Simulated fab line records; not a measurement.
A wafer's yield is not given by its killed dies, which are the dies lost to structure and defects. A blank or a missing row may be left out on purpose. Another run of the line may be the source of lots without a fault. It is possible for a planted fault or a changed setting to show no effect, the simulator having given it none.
Matching of chambers    flow nand harc    NHARC_A_BONDPAD_DESCUM_11 on rie diel-01 has 4 sister chambers
The step chemistry O2, time 3 s. 20 wafers are shown with their chamber, then 10 later ones without.

WAFERS PAIRED WITH THEIR CHAMBERS
wafer   chamber  showerhead plenum p Torr (Torr)  drypump motor current A (A)  oes product au (a.u.)
L198.2  2        1.87                             5.4                          0.984
L198.3  0        2.04                             6.0                          1.003
L198.5  0        2.04                             6.0                          1.001
L201.2  0        2.04                             6.0                          1.015
L201.3  2        1.87                             5.5                          0.997
L201.5  1        1.94                             5.4                          0.995
L202.2  2        1.87                             5.4                          0.983
L202.3  0        2.04                             6.0                          0.999
L202.6  2        1.87                             5.4                          0.985
L203.2  2        1.87                             5.4                          0.994
L203.4  0        2.04                             6.0                          1.006
L203.6  2        1.87                             5.4                          0.985
L205.1  3        1.81                             6.2                          0.993
L205.3  1        1.94                             5.4                          0.998
L205.5  2        1.87                             5.4                          0.997
L207.1  3        1.80                             6.2                          1.021
L207.2  1        1.94                             5.4                          1.004
L207.6  1        1.94                             5.4                          1.004
L208.1  1        1.94                             5.4                          0.985
L208.4  2        1.87                             5.4                          0.991

SIGNATURES (means of the wafers above)
reading                   chamber 0  chamber 1  chamber 2  chamber 3  scatter within a chamber
showerhead plenum p Torr  2.0400     1.9400     1.8700     1.8050     0.00177
drypump motor current A   6.000      5.400      5.413      6.200      0.0234
oes product au            1.00480    0.99720    0.98950    1.00700    0.00808
Rule: a wafer's distance from a chamber is the root of the sum, over the readings, of the square of ((its reading less the chamber's mean) divided by the reading's scatter). If the next closest chamber is less than 2 further off than the closest, the wafer can't be placed; otherwise it belongs to the closest. How the scatter is found: for the shown wafers, subtract from each reading the mean of its chamber, square and add these, divide the total by (wafers less chambers), then take the root.

WAFERS MISSING THEIR CHAMBER
wafer   showerhead plenum p Torr (Torr)  drypump motor current A (A)  oes product au (a.u.)
L208.5  1.94                             5.4                          0.992
L214.1  1.87                             5.4                          0.998
L214.4  1.94                             5.4                          1.005
L214.6  1.87                             5.4                          0.989
L219.2  1.80                             6.2                          1.000
L219.4  1.94                             5.4                          1.015
L219.5  1.80                             6.2                          1.001
L220.2  1.94                             5.4                          1.015
L220.4  1.80                             6.2                          0.997
L220.6  1.94                             5.4                          1.019

WHICH CHAMBER EACH WENT THROUGH
wafer   from the rows above  in truth
L208.5  1                    1
L214.1  2                    2
L214.4  1                    1
L214.6  2                    2
L219.2  3                    3
L219.4  1                    1
L219.5  3                    3
L220.2  1                    1
L220.4  3                    3
L220.6  1                    1
Placed correctly: 10 of 10. Number that these rows cannot place: 0. Wrongly placed: 0.
